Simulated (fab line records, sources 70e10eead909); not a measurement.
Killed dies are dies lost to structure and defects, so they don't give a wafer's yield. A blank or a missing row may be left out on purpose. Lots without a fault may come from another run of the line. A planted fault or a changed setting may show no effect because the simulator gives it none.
fab line records | flow nand_harc
record lots=22 wafers=66 last_day=25
route steps=1159 shown A_CONTACT@876
lots that met no fault: from a run of the same line without faults
start_h: hours from the record's first day to the start of the lot's first wafer shown | wait_h: hours since the lot's step before | " the same as in the row above | L1.1+2: a row that stands for several wafers | - no value, or no start given | * or withheld: withheld | < > ~ a bound
route shown NAME@n: a module of which the file shows steps, and the number in the route of the first | usual: mean/standard deviation of fault-free wafers | same: alike in all rows | chamber/n: place in a boat | sites: the reading at each site | _std_site: their standard deviation | _edge_site: outer sites' mean less inner sites' | radius_mm: how far each site lies from the wafer's centre | mask NAME#n: copy n | behind: the tool/chamber that last shaped the wafer | hold: why the lot was held/for how many hours/how that ended | device: the transistor (n, p or np) that didn't switch | end of line: the same wafers' tests at the end of the route | a step without rows: its recipe alone | killed: dies lost to structure and defects at the first sort, not the wafer's yield | map: a wafer's dies, x killed, . not, _ none there
set.NAME: the setting as run; set.NAME@STEP: as run at that earlier step | model.NAME: the simulator's own value behind a step, which no gauge read
steps of the route over a sample of lots; a table a step, a row a wafer
services: from which hour (start_h, from the record's first day; less than 0 if before it) a tool's chamber was out of use, for how many hours, and why
## steps
# step NHARC_A_CONTACT_ETCH_96
# recipe target_depth_a=200 over_etch_frac=0.5 time_s=10 ion_energy_ev=250 c4f6_flow_sccm=25 o2_flow_sccm=20 ar_flow_sccm=500 rf_w=600 bias_w=500 chemistry=C4F6/O2
# usual drypump_motor_current_A=5.9/0.4 oes_product_au=0.969/0.024 rf_vpp_V=546.0/2.4 showerhead_plenum_p_Torr=3.88/0.11 throttle_valve_pct=26.904/0.009
# same time_s=10
# columns lot.wafer tool chamber start_h wait_h drypump_motor_current_A oes_product_au rf_hours_counter_h rf_vpp_V showerhead_plenum_p_Torr throttle_valve_pct
L074.2 rie_diel-08 1 - - 6.3 0.974 24 541.1 3.70 26.912
L074.3 " 2 " " 5.6 1.005 16 548.2 3.99 26.907
L074.1 " 0 " " 6.3 0.935 24 546.6 3.94 26.900
L077.2 rie_diel-11 0 - - 6.0 1.000 2 546.3 3.91 26.908
L077.4 " 2 " " 5.3 0.982 1 549.6 4.06 26.901
L077.5 " 3 " " 6.0 1.013 - 546.0 3.84 26.912
L076.4 rie_diel-08 2 - - 5.6 0.947 19 548.1 3.99 26.912
L076.2 " 1 " " 6.3 0.966 28 541.6 3.70 26.893
L076.6 " 3 " " 5.8 0.944 - 546.5 3.85 26.895
L078.2 rie_diel-11 1 398.22 0.2 6.6 0.949 6 545.5 3.94 26.911
L078.5 " 0 " " 6.0 0.948 - 547.5 3.91 26.894
L078.4 " 1 " " 6.6 0.955 - 547.2 3.94 26.894
L080.1 rie_diel-11 0 - - 6.0 0.941 8 545.9 3.91 26.898
L080.6 " 2 " " 5.3 0.951 - 550.9 4.06 26.906
L080.5 " 3 " " 6.0 0.961 - 544.3 3.83 26.908
L081.1 rie_diel-11 3 - - 6.0 1.008 8 544.3 3.83 26.909
L081.3 " 0 " " 6.1 1.002 8 546.9 3.91 26.904
L081.5 " 0 " " 6.1 0.999 - 545.8 3.91 26.908
L083.1 rie_diel-11 1 - - 6.6 0.967 10 547.2 3.93 26.906
L083.4 " 2 " " 5.3 0.952 5 549.6 4.06 26.908
L083.6 " 1 " " 6.6 0.962 - 546.3 3.93 26.900
L084.2 rie_diel-08 1 - - 6.3 1.013 45 543.2 3.69 26.887
L084.1 " 2 " " 5.5 0.998 38 547.7 3.98 26.903
L084.5 " 1 " " 6.3 1.029 - 542.3 3.69 26.892
L079.1 rie_diel-13 3 - - 5.6 0.929 51 543.9 3.81 26.899
L079.2 " 0 " " 5.4 0.936 55 542.6 3.72 26.890
L079.6 " 2 " " 5.6 0.935 - 550.3 4.03 26.906
L086.2 rie_diel-11 3 - - 6.0 0.952 14 544.6 3.83 26.905
L086.1 " 0 " " 6.0 0.954 14 546.8 3.91 26.886
L086.4 " 2 " " 5.3 0.942 9 550.8 4.06 26.892
L088.3 rie_diel-11 1 - - 6.6 1.015 13 546.6 3.93 26.892
L088.1 " 2 " " 5.3 0.994 9 549.4 4.06 26.893
L088.4 " 3 " " 6.0 1.004 14 544.1 3.83 26.918
L085.1 rie_diel-13 2 445.38 0.1 5.7 0.958 59 548.8 4.03 26.905
L085.3 " 0 " " 5.5 0.954 61 542.9 3.72 26.906
L085.6 " 2 " " 5.7 0.968 - 547.9 4.03 26.904
L087.3 rie_diel-08 0 446.51 0.1 6.2 0.946 50 547.8 3.92 26.923
L087.2 " 1 " " 6.3 0.971 53 542.0 3.68 26.902
L087.4 " 0 " " 6.3 0.942 - 546.2 3.92 26.905
L089.2 rie_diel-08 1 - - 6.3 0.977 59 540.9 3.68 26.908
L089.4 " 0 " " 6.3 0.944 56 546.0 3.92 26.898
L089.5 " 1 " " 6.3 0.986 - 541.4 3.68 26.900
L090.2 rie_diel-08 1 - - 6.2 0.957 60 541.3 3.68 26.914
L090.4 " 3 " " 5.8 0.945 59 547.7 3.83 26.909
L090.5 " 2 " " 5.5 0.939 - 546.4 3.97 26.907
L091.4 rie_diel-11 0 - - 6.0 0.939 19 547.6 3.90 26.903
L091.1 " 3 " " 6.0 0.954 21 545.8 3.82 26.921
L091.5 " 1 " " 6.6 0.950 - 547.3 3.93 26.903
L092.1 rie_diel-08 2 - - 5.5 0.948 53 547.5 3.97 26.879
L092.3 " 1 " " 6.3 0.963 62 542.8 3.68 26.895
L092.5 " 2 " " 5.5 0.961 - 546.7 3.97 26.904
L093.4 rie_diel-13 3 - - 5.6 0.979 3 544.0 3.80 26.902
L093.3 " 0 " " 5.5 0.969 4 542.2 3.72 26.906
L093.1 " 1 " " 5.2 0.979 4 545.3 3.82 26.900
L095.4 rie_diel-11 1 - - 6.6 0.969 24 547.3 3.93 26.923
L095.2 " 2 " " 5.3 0.974 20 549.2 4.05 26.904
L095.6 " 1 " " 6.6 0.985 - 546.2 3.93 26.909
L094.1 rie_diel-11 3 - - 6.0 1.016 27 545.2 3.82 26.908
L094.2 " 1 " " 6.6 1.011 25 546.5 3.92 26.898
L094.5 " 2 " " 5.3 0.996 - 550.5 4.05 26.912
L096.1 rie_diel-11 2 - - 5.3 0.961 23 549.3 4.05 26.889
L096.2 " 0 " " 6.0 0.955 27 545.6 3.90 26.903
L096.3 " 1 " " 6.6 0.959 27 546.6 3.92 26.909
L097.2 rie_diel-08 2 - - 5.6 0.993 9 546.5 3.96 26.903
L097.4 " 3 " " 5.8 1.004 9 546.7 3.82 26.889
L097.6 " 1 " " 6.2 0.993 - 541.8 3.67 26.901
# step NHARC_A_CONTACT_ETCH_102
# recipe target_depth_a=700 overetch_a=70 time_s=38.5 ion_energy_ev=100 cf4_flow_sccm=80 o2_flow_sccm=20 ar_flow_sccm=0 rf_w=300 bias_w=100 chemistry=CF4/O2
# usual drypump_motor_current_A=5.8/0.41 oes_product_au=1.002/0.0094 rf_vpp_V=197.6/1.1 showerhead_plenum_p_Torr=1.32/0.039 throttle_valve_pct=13.399/0.009
# same time_s=38.5
# columns lot.wafer tool chamber start_h wait_h drypump_motor_current_A oes_product_au rf_hours_counter_h rf_vpp_V showerhead_plenum_p_Torr throttle_valve_pct
L074.2 rie_diel-08 3 374.00 0.1 5.7 1.012 25 197.4 1.31 13.407
L074.1 " 1 " " 6.2 1.016 24 196.3 1.25 13.412
L074.3 " 2 " " 5.5 1.007 16 197.2 1.36 13.426
L077.2 rie_diel-13 2 385.01 0.1 5.6 0.996 41 198.5 1.38 13.396
L077.4 " 0 " " 5.4 1.004 43 197.3 1.27 13.408
L077.5 " 1 " " 5.1 1.010 - 197.5 1.30 13.401
L076.2 rie_diel-11 2 385.99 0.1 5.3 0.987 2 197.5 1.38 13.397
L076.4 " 3 " " 6.0 1.008 1 197.3 1.30 13.386
L076.6 " 3 " " 6.0 1.001 - 197.5 1.30 13.407
L078.4 rie_diel-08 1 398.60 0.1 6.3 1.018 33 195.8 1.25 13.394
L078.2 " 2 " " 5.5 1.012 24 198.4 1.36 13.406
L078.5 " 0 " " 6.2 0.981 - 198.3 1.34 13.393
L080.1 rie_diel-08 0 413.68 0.1 6.3 0.988 38 198.1 1.34 13.407
L080.6 " 3 " " 5.8 1.008 - 196.7 1.30 13.394
L080.5 " 0 " " 6.2 0.995 - 197.3 1.34 13.388
L081.3 rie_diel-11 0 415.85 0.1 6.0 1.008 8 196.5 1.33 13.387
L081.1 " 2 " " 5.3 1.003 3 199.3 1.38 13.395
L081.5 " 0 " " 6.0 0.999 - 198.0 1.33 13.390
L083.4 rie_diel-08 0 426.16 0.1 6.3 0.989 43 195.5 1.34 13.392
L083.1 " 1 " " 6.2 1.032 44 195.9 1.25 13.399
L083.6 " 2 " " 5.5 1.011 - 198.6 1.36 13.400
L084.2 rie_diel-13 2 429.95 0.1 5.6 0.992 53 199.3 1.37 13.401
L084.1 " 3 " " 5.6 0.995 51 197.0 1.29 13.396
L084.5 " 0 " " 5.5 0.999 - 196.9 1.26 13.385
L079.1 rie_diel-13 3 430.70 0.1 5.6 1.000 51 197.1 1.29 13.392
L079.2 " 0 " " 5.4 0.995 55 196.1 1.26 13.391
L079.6 " 2 " " 5.6 0.993 - 199.0 1.37 13.381
L086.2 rie_diel-11 1 435.84 0.1 6.6 1.000 13 198.7 1.34 13.382
L086.1 " 2 " " 5.3 1.002 9 200.0 1.38 13.399
L086.4 " 3 " " 6.0 1.006 14 198.3 1.30 13.398
L088.3 rie_diel-11 2 436.51 0.1 5.3 0.998 9 200.0 1.38 13.399
L088.1 " 3 " " 6.0 1.000 14 197.2 1.30 13.402
L088.4 " 1 " " 6.5 1.010 13 198.6 1.34 13.385
L085.3 rie_diel-13 3 445.90 0.1 5.6 0.996 57 196.6 1.29 13.394
L085.1 " 0 " " 5.5 0.997 61 196.9 1.26 13.395
L085.6 " 2 " " 5.6 1.005 - 199.7 1.37 13.380
L087.4 rie_diel-11 2 446.89 0.0 5.3 1.004 11 198.9 1.38 13.407
L087.3 " 0 " " 6.0 0.997 14 197.7 1.33 13.417
L087.2 " 1 " " 6.6 0.997 16 198.4 1.34 13.390
L089.4 rie_diel-11 2 461.31 0.1 5.3 1.003 14 198.6 1.38 13.375
L089.2 " 3 " " 6.0 0.999 20 197.6 1.30 13.402
L089.5 " 1 " " 6.6 1.010 - 198.8 1.34 13.424
L090.4 rie_diel-11 0 464.60 0.1 6.0 1.007 19 198.9 1.33 13.402
L090.2 " 1 " " 6.6 1.006 20 197.5 1.34 13.398
L090.5 " 3 " " 6.0 1.012 - 198.2 1.30 13.400
L091.1 rie_diel-11 2 466.14 0.1 5.3 1.000 16 199.2 1.38 13.392
L091.4 " 1 " " 6.6 1.015 20 198.1 1.34 13.399
L091.5 " 2 " " 5.3 0.999 - 198.2 1.38 13.411
L092.1 rie_diel-08 3 469.86 0.1 5.8 1.002 61 196.6 1.30 13.398
L092.3 " 1 " " 6.2 0.999 62 195.3 1.24 13.407
L092.5 " 3 " " 5.8 0.997 - 196.7 1.30 13.404
L093.3 rie_diel-11 2 474.06 0.1 5.3 1.011 17 198.6 1.38 13.409
L093.4 " 3 " " 5.9 0.999 23 197.5 1.30 13.393
L093.1 " 1 " " 6.6 1.019 22 198.6 1.34 13.410
L095.2 rie_diel-11 2 483.51 0.2 5.3 1.005 21 198.7 1.38 13.394
L095.4 " 1 " " 6.6 1.003 25 198.8 1.34 13.397
L095.6 " 3 " " 6.0 0.997 - 196.0 1.30 13.386
L094.1 rie_diel-13 0 484.15 0.1 5.4 0.994 9 195.4 1.26 13.401
L094.2 " 1 " " 5.2 1.014 11 195.7 1.29 13.413
L094.5 " 3 " " 5.6 0.996 - 196.5 1.29 13.391
L096.3 rie_diel-11 0 500.32 0.1 5.9 0.991 27 198.3 1.33 13.413
L096.1 " 1 " " 6.6 0.987 27 197.5 1.34 13.403
L096.2 " 2 " " 5.3 0.995 23 199.1 1.38 13.408
L097.2 rie_diel-11 1 529.07 0.1 6.6 1.008 31 197.7 1.33 13.388
L097.4 " 2 " " 5.3 1.019 26 199.3 1.38 13.399
L097.6 " 3 " " 6.0 1.011 - 197.2 1.30 13.407
# step NHARC_A_CONTACT_DEP_58
# recipe target_thk_a=600 target_thk_nm=60 temp_c=400 pressure_torr=3.5 flow_sccm=200 rf_w=350 material=SiON
# usual heater_power_w=774/110 susceptor_temp_C=399.99/0.24
# columns lot.wafer tool chamber start_h wait_h heater_power_w susceptor_temp_C
L074.2 pecvd-03 2 379.39 1.2 735 399.85
L074.1 " 0 " " 902 399.83
L074.3 " 1 " " 736 399.66
L077.2 pecvd-02 1 387.90 1.3 763 399.85
L077.4 " 2 " " 646 399.86
L077.5 " 0 " " 838 400.41
L076.2 pecvd-02 2 388.39 1.2 579 399.55
L076.4 " 2 " " 590 399.99
L076.6 " 0 " " 850 400.51
L078.2 pecvd-03 0 401.05 1.2 962 400.05
L078.4 " 2 " " 713 400.25
L078.5 " 0 " " 961 400.03
L080.1 pecvd-03 0 417.13 1.5 921 399.82
L080.6 " 2 " " 644 399.88
L080.5 " 1 " " 701 400.43
L081.1 pecvd-02 2 418.73 1.4 612 399.93
L081.3 " 1 " " 896 399.81
L081.5 " 2 " " 622 400.08
L083.1 pecvd-03 1 429.67 1.5 636 399.66
L083.6 " 0 " " 995 400.21
L083.4 " 1 " " 648 399.86
L084.2 pecvd-02 1 434.38 1.2 906 400.17
L084.1 " 0 " " 825 399.56
L084.5 " 0 " " 843 400.17
L079.2 pecvd-04 0 436.07 1.1 588 400.49
L079.1 " 2 " " 812 399.77
L079.6 " 0 " " 578 400.46
L086.1 pecvd-03 1 439.08 1.5 683 400.09
L086.2 " 2 " " 764 399.77
L086.4 " 2 " " 755 399.72
L088.1 pecvd-04 0 439.69 1.5 656 399.90
L088.3 " 1 " " 830 400.16
L088.4 " 1 " " 676 400.26
L085.3 pecvd-04 2 448.45 0.9 863 399.85
L085.1 " 1 " " 828 400.00
L085.6 " 0 " " 584 399.93
L087.2 pecvd-03 2 449.29 1.2 798 400.22
L087.3 " 0 " " 914 399.88
L087.4 " 1 " " 728 400.18
L089.2 pecvd-03 0 463.76 1.2 983 400.20
L089.4 " 1 " " 778 399.96
L089.5 " 0 " " 976 399.88
L090.2 pecvd-04 1 468.20 1.2 781 399.78
L090.5 " 1 " " 768 399.37
L090.4 " 2 " " 859 399.44
L091.1 pecvd-03 0 469.94 1.5 996 399.74
L091.4 " 0 " " 1004 399.75
L091.5 " 1 " " 751 400.14
L092.1 pecvd-04 1 474.61 1.5 729 399.90
L092.3 " 0 " " 636 400.32
L092.5 " 2 " " 866 400.56
L093.1 pecvd-02 0 481.09 1.4 829 399.77
L093.3 " 1 " " 843 400.16
L093.4 " 0 " " 841 399.75
L095.2 pecvd-02 0 486.10 1.3 844 399.97
L095.4 " 2 " " 648 400.06
L095.6 " 0 " " 833 399.46
L094.1 pecvd-03 2 487.67 1.5 646 400.20
L094.2 " 1 " " 730 399.77
L094.5 " 0 " " 896 399.63
L096.2 pecvd-03 0 502.68 1.2 876 400.15
L096.1 " 1 " " 713 400.34
L096.3 " 2 " " 661 399.70
L097.2 pecvd-04 1 531.51 1.2 838 400.19
L097.6 " 2 " " 859 400.02
L097.4 " 0 " " 664 400.44
# step NHARC_A_CONTACT_INSPECT_71
# usual raw_defect_count=27/15
# columns lot.wafer tool chamber start_h wait_h raw_defect_count
L074.1 defect_inspect-02 - 380.24 0.0 19
L074.2 " - " " 29
L074.3 " - " " 26
L077.2 defect_inspect-02 - 388.62 0.0 16
L077.4 " - " " 27
L077.5 " - " " 22
L076.2 defect_inspect-01 - 389.23 0.0 9
L076.4 " - " " 12
L076.6 " - " " 8
L078.2 defect_inspect-01 - 401.89 0.0 21
L078.4 " - " " 5
L078.5 " - " " 14
L080.1 defect_inspect-02 - 417.95 0.0 43
L080.5 " - " " 44
L080.6 " - " " 39
L081.1 defect_inspect-02 - 419.46 0.0 16
L081.3 " - " " 8
L081.5 " - " " 16
L083.1 defect_inspect-02 - 430.50 0.0 14
L083.4 " - " " 13
L083.6 " - " " 18
L084.1 defect_inspect-02 - 435.23 0.0 28
L084.2 " - " " 39
L084.5 " - " " 41
L079.1 defect_inspect-02 - 436.92 0.0 31
L079.2 " - " " 41
L079.6 " - " " 32
L086.1 defect_inspect-01 - 439.92 0.0 10
L086.2 " - " " 5
L086.4 " - " " 7
L088.1 defect_inspect-01 - 440.54 0.0 49
L088.3 " - " " 38
L088.4 " - " " 40
L085.1 defect_inspect-01 - 449.17 0.0 39
L085.3 " - " " 59
L085.6 " - " " 51
L087.2 defect_inspect-02 - 450.11 0.0 18
L087.3 " - " " 11
L087.4 " - " " 12
L089.2 defect_inspect-01 - 464.42 0.0 22
L089.4 " - " " 30
L089.5 " - " " 25
L090.2 defect_inspect-01 - 469.06 0.1 27
L090.4 " - " " 48
L090.5 " - " " 41
L091.1 defect_inspect-02 - 470.63 0.0 37
L091.4 " - " " 31
L091.5 " - " " 27
L092.1 defect_inspect-01 - 475.47 0.0 11
L092.3 " - " " 15
L092.5 " - " " 12
L093.1 defect_inspect-02 - 481.96 0.0 43
L093.3 " - " " 43
L093.4 " - " " 40
L095.2 defect_inspect-02 - 486.92 0.0 57
L095.4 " - " " 46
L095.6 " - " " 52
L094.1 defect_inspect-01 - 488.39 0.0 8
L094.2 " - " " 19
L094.5 " - " " 16
L096.1 defect_inspect-02 - 503.43 0.0 17
L096.2 " - " " 21
L096.3 " - " " 16
L097.2 defect_inspect-02 - 532.36 0.0 38
L097.4 " - " " 57
L097.6 " - " " 42
# step NHARC_A_CONTACT_ETCH_75
# recipe target_depth_a=390 over_etch_frac=0.3 time_s=65 ion_energy_ev=80 cf4_flow_sccm=150 ar_flow_sccm=0 rf_w=300 bias_w=100 chemistry=CF4
# usual drypump_motor_current_A=5.9/0.42 oes_product_au=1.002/0.0089 rf_vpp_V=151.2/0.98 showerhead_plenum_p_Torr=1.76/0.046 throttle_valve_pct=13.284/0.0094
# same time_s=65
# columns lot.wafer tool chamber start_h wait_h drypump_motor_current_A oes_product_au rf_hours_counter_h rf_vpp_V showerhead_plenum_p_Torr throttle_valve_pct
L074.1 rie_diel-13 1 380.39 0.1 5.2 1.001 41 151.3 1.72 13.292
L074.3 " 2 " " 5.7 1.005 39 153.0 1.82 13.281
L074.2 " 0 " " 5.5 0.994 41 148.8 1.68 13.284
L077.2 rie_diel-11 1 388.80 0.1 6.6 1.012 2 151.3 1.78 13.280
L077.5 " 3 " " 6.0 1.012 - 150.2 1.73 13.293
L077.4 " 1 " " 6.6 1.006 - 150.8 1.78 13.280
L076.2 rie_diel-11 3 389.42 0.1 6.0 0.999 3 152.4 1.73 13.276
L076.4 " 1 " " 6.6 1.011 - 150.8 1.77 13.296
L076.6 " 3 " " 5.9 1.006 - 149.6 1.73 13.287
L078.2 rie_diel-08 3 402.10 0.1 5.8 1.010 34 150.7 1.73 13.291
L078.4 " 1 " " 6.2 1.023 36 150.0 1.66 13.287
L078.5 " 2 " " 5.5 1.007 - 151.3 1.80 13.284
L080.1 rie_diel-11 0 418.11 0.1 6.0 0.995 8 150.5 1.76 13.297
L080.5 " 1 " " 6.6 0.997 - 152.3 1.77 13.294
L080.6 " 2 " " 5.3 0.998 - 152.7 1.83 13.272
L081.1 rie_diel-08 3 419.61 0.1 5.7 1.004 42 151.1 1.73 13.280
L081.3 " 0 " " 6.3 0.990 41 151.8 1.77 13.293
L081.5 " 3 " " 5.8 1.010 - 150.6 1.73 13.283
L083.4 rie_diel-11 3 430.67 0.1 6.0 1.002 12 150.2 1.73 13.274
L083.1 " 0 " " 6.0 0.999 12 150.8 1.76 13.294
L083.6 " 3 " " 6.0 1.010 - 149.9 1.73 13.271
L084.1 rie_diel-08 0 435.46 0.1 6.3 0.992 44 149.7 1.77 13.261
L084.2 " 3 " " 5.8 0.999 45 151.6 1.73 13.286
L084.5 " 1 " " 6.3 1.023 - 150.4 1.66 13.284
L079.1 rie_diel-11 0 437.06 0.1 6.0 1.004 14 151.5 1.76 13.281
L079.2 " 2 " " 5.3 1.007 9 151.1 1.83 13.291
L079.6 " 0 " " 6.0 1.010 - 151.0 1.76 13.285
L086.2 rie_diel-08 3 440.07 0.1 5.8 1.004 47 151.1 1.73 13.284
L086.1 " 1 " " 6.2 1.024 49 149.4 1.66 13.291
L086.4 " 2 " " 5.6 1.002 41 152.9 1.79 13.291
L088.1 rie_diel-13 3 440.82 0.1 5.6 0.987 55 151.4 1.72 13.282
L088.3 " 2 " " 5.6 0.997 57 152.6 1.82 13.291
L088.4 " 2 " " 5.7 1.003 - 151.6 1.82 13.284
L085.1 rie_diel-11 2 449.31 0.1 5.3 1.001 12 152.5 1.83 13.278
L085.3 " 3 " " 6.0 1.006 17 150.7 1.72 13.293
L085.6 " 3 " " 5.9 1.004 - 149.2 1.72 13.280
L087.2 rie_diel-11 2 450.26 0.1 5.3 1.007 12 152.8 1.83 13.280
L087.3 " 3 " " 6.0 1.004 18 150.7 1.72 13.282
L087.4 " 0 " " 6.0 0.995 16 152.2 1.76 13.296
L089.2 rie_diel-13 0 464.57 0.1 5.4 0.980 0 149.8 1.67 13.290
L089.4 " 3 " " 5.6 1.008 0 150.7 1.71 13.304
L089.5 " 1 " " 5.2 0.999 - 151.4 1.72 13.270
L090.2 rie_diel-11 3 469.21 0.1 6.0 1.001 22 150.2 1.72 13.296
L090.4 " 2 " " 5.3 0.995 16 151.9 1.83 13.287
L090.5 " 3 " " 6.0 1.002 - 150.3 1.72 13.290
L091.4 rie_diel-11 2 470.80 0.1 5.3 0.995 16 152.3 1.83 13.287
L091.1 " 1 " " 6.6 1.000 21 150.7 1.77 13.270
L091.5 " 2 " " 5.3 1.003 - 152.1 1.83 13.294
L092.1 rie_diel-11 0 475.62 0.1 6.0 1.001 21 151.0 1.76 13.298
L092.3 " 1 " " 6.5 1.013 22 151.6 1.77 13.293
L092.5 " 0 " " 6.0 1.005 - 151.6 1.76 13.278
L093.1 rie_diel-11 3 482.26 0.1 6.0 1.000 26 151.3 1.72 13.288
L093.4 " 1 " " 6.6 1.011 24 151.3 1.77 13.279
L093.3 " 2 " " 5.3 1.005 20 151.8 1.83 13.276
L095.4 rie_diel-11 2 487.13 0.1 5.3 1.004 21 151.1 1.83 13.303
L095.2 " 0 " " 6.0 0.986 25 151.0 1.76 13.284
L095.6 " 2 " " 5.3 1.012 - 151.5 1.83 13.290
L094.2 rie_diel-13 1 488.54 0.1 5.2 0.990 12 149.9 1.72 13.286
L094.1 " 0 " " 5.5 0.990 10 150.5 1.67 13.308
L094.5 " 1 " " 5.2 1.009 - 151.3 1.72 13.291
L096.3 rie_diel-08 1 503.58 0.1 6.3 1.008 3 151.0 1.65 13.288
L096.2 " 2 " " 5.5 0.995 3 153.1 1.79 13.282
L096.1 " 3 " " 5.8 1.005 3 151.2 1.72 13.292
L097.2 rie_diel-11 2 532.50 0.1 5.3 1.009 28 152.2 1.82 13.299
L097.4 " 1 " " 6.6 0.999 32 151.5 1.77 13.290
L097.6 " 2 " " 5.3 1.007 - 152.4 1.82 13.290
# step NHARC_A_CONTACT_ETCH_91
# recipe target_depth_a=400 over_etch_frac=0.5 time_s=85.7 ion_energy_ev=120 ch3f_flow_sccm=50 o2_flow_sccm=30 ar_flow_sccm=200 rf_w=500 bias_w=100 chemistry=CH3F/O2
# usual drypump_motor_current_A=5.9/0.44 oes_product_au=0.939/0.028 rf_vpp_V=244.1/1.2 showerhead_plenum_p_Torr=2.44/0.066 throttle_valve_pct=20.664/0.0096
# same time_s=85.7
# columns lot.wafer tool chamber start_h wait_h drypump_motor_current_A oes_product_au rf_hours_counter_h rf_vpp_V showerhead_plenum_p_Torr throttle_valve_pct
L074.3 rie_diel-11 3 383.47 0.5 6.0 1.008 1 244.2 2.40 20.678
L074.2 " 0 " " 6.0 0.998 1 243.9 2.45 20.688
L074.1 " 2 " " 5.3 0.989 1 244.5 2.55 20.655
L077.2 rie_diel-11 3 392.21 0.5 6.0 0.937 4 243.6 2.40 20.681
L077.4 " 3 " " 6.0 0.931 - 242.1 2.40 20.663
L077.5 " 0 " " 6.0 0.922 - 242.6 2.45 20.648
L076.2 rie_diel-11 3 392.98 0.5 6.0 0.928 4 244.0 2.40 20.664
L076.6 " 3 " " 6.0 0.930 - 243.0 2.40 20.659
L076.4 " 0 " " 6.0 0.921 - 243.0 2.45 20.656
L078.4 rie_diel-11 1 405.04 0.4 6.6 0.908 7 244.8 2.47 20.661
L078.2 " 2 " " 5.3 0.941 2 246.1 2.55 20.651
L078.5 " 2 " " 5.3 0.945 - 246.0 2.55 20.643
L080.1 rie_diel-11 3 421.60 0.6 6.0 0.939 9 242.4 2.40 20.660
L080.5 " 1 " " 6.6 0.940 - 243.1 2.47 20.664
L080.6 " 2 " " 5.3 0.931 - 247.5 2.55 20.661
L081.1 rie_diel-11 2 422.60 0.5 5.3 0.922 4 244.9 2.55 20.647
L081.3 " 3 " " 6.0 0.925 9 242.2 2.40 20.662
L081.5 " 1 " " 6.6 0.930 - 245.2 2.46 20.658
L083.4 rie_diel-11 0 433.61 0.4 6.0 0.913 14 243.7 2.45 20.661
L083.1 " 1 " " 6.6 0.922 13 244.3 2.46 20.657
L083.6 " 1 " " 6.6 0.923 - 245.1 2.46 20.663
L084.1 rie_diel-11 1 439.88 0.5 6.6 0.933 14 243.4 2.46 20.668
L084.2 " 2 " " 5.3 0.926 9 245.1 2.55 20.651
L084.5 " 1 " " 6.6 0.922 - 245.7 2.46 20.646
L079.1 rie_diel-13 3 440.13 0.5 5.6 0.917 54 243.6 2.38 20.660
L079.2 " 0 " " 5.4 0.914 58 245.0 2.32 20.658
L079.6 " 2 " " 5.7 0.925 - 243.7 2.53 20.666
L086.2 rie_diel-11 2 443.02 0.5 5.3 0.923 10 245.0 2.55 20.658
L086.1 " 1 " " 6.6 0.934 15 246.4 2.46 20.663
L086.4 " 2 " " 5.3 0.933 - 244.9 2.55 20.652
L088.4 rie_diel-08 0 444.08 0.5 6.3 0.921 49 243.1 2.46 20.659
L088.3 " 1 " " 6.2 0.949 51 243.2 2.30 20.658
L088.1 " 2 " " 5.5 0.944 44 245.1 2.49 20.666
L085.3 rie_diel-11 1 452.30 0.4 6.6 0.922 17 243.5 2.46 20.646
L085.1 " 3 " " 6.0 0.923 18 243.7 2.39 20.677
L085.6 " 0 " " 6.0 0.919 - 245.9 2.45 20.670
L087.2 rie_diel-13 3 453.24 0.5 5.6 0.920 62 243.7 2.38 20.676
L087.3 " 0 " " 5.4 0.911 65 242.9 2.32 20.654
L087.4 " 0 " " 5.5 0.916 - 242.3 2.32 20.655
L089.4 rie_diel-13 2 467.52 0.4 5.6 0.947 1 245.1 2.52 20.667
L089.2 " 0 " " 5.4 0.905 1 241.8 2.32 20.669
L089.5 " 2 " " 5.6 0.937 - 245.6 2.52 20.649
L090.2 rie_diel-11 3 472.26 0.5 6.0 0.931 23 242.8 2.39 20.650
L090.4 " 1 " " 6.6 0.932 22 245.1 2.46 20.663
L090.5 " 3 " " 6.0 0.923 - 243.4 2.39 20.665
L091.4 rie_diel-13 2 473.88 0.5 5.6 1.011 4 245.2 2.52 20.668
L091.1 " 3 " " 5.6 0.997 3 242.6 2.38 20.669
L091.5 " 0 " " 5.4 0.990 - 243.6 2.32 20.673
L092.3 rie_diel-13 2 478.63 0.4 5.6 1.007 6 245.5 2.52 20.659
L092.1 " 0 " " 5.4 0.994 6 241.5 2.32 20.657
L092.5 " 2 " " 5.6 0.998 - 245.0 2.52 20.669
L093.3 rie_diel-11 0 485.46 0.4 6.0 0.917 25 244.3 2.44 20.657
L093.1 " 1 " " 6.6 0.942 26 244.1 2.46 20.666
L093.4 " 2 " " 5.3 0.936 21 246.0 2.54 20.673
L095.4 rie_diel-13 2 490.14 0.4 5.6 0.996 12 244.6 2.52 20.681
L095.2 " 1 " " 5.2 0.994 12 243.3 2.38 20.655
L095.6 " 2 " " 5.7 1.000 - 244.7 2.52 20.674
L094.2 rie_diel-13 2 491.50 0.5 5.6 0.920 12 245.6 2.52 20.691
L094.1 " 1 " " 5.2 0.940 12 244.3 2.38 20.674
L094.5 " 3 " " 5.6 0.937 - 242.5 2.38 20.669
L096.2 rie_diel-11 0 506.53 0.5 6.0 0.913 28 242.5 2.44 20.659
L096.1 " 2 " " 5.3 0.935 24 246.8 2.54 20.660
L096.3 " 3 " " 6.0 0.920 30 243.6 2.39 20.666
L097.2 rie_diel-11 2 535.49 0.6 5.3 0.940 29 245.9 2.54 20.676
L097.4 " 3 " " 6.0 0.936 35 243.2 2.39 20.653
L097.6 " 1 " " 6.5 0.920 - 244.5 2.46 20.685
## services
# columns tool chamber start_h hours kind
rie_diel-11 2 352.50 3.5 repair
pecvd-04 - 355.18 0.6 repair
rie_diel-11 - 366.63 9.0 pm
rie_diel-11 0 366.63 9.0 vent_cycle
rie_diel-11 1 366.63 9.0 vent_cycle
rie_diel-11 2 366.63 9.0 vent_cycle
rie_diel-11 3 366.63 9.0 vent_cycle
rie_diel-11 0 375.63 - clean
rie_diel-11 1 375.63 - clean
rie_diel-11 2 375.63 - clean
rie_diel-11 3 375.63 - clean
pecvd-04 - 376.12 13.0 pm
rie_diel-11 2 386.94 17.8 repair
rie_diel-11 0 400.22 - clean
rie_diel-11 1 400.22 - clean
rie_diel-13 3 406.65 3.8 repair
rie_diel-08 1 406.89 2.9 repair
rie_diel-13 1 434.77 22.8 repair
rie_diel-11 0 437.48 8.0 repair
rie_diel-13 - 453.66 9.0 pm
pecvd-03 - 473.00 13.0 pm
rie_diel-08 - 478.84 9.0 pm
rie_diel-13 0 490.67 14.3 repair
pecvd-02 - 515.24 13.0 pm
## key
fault none
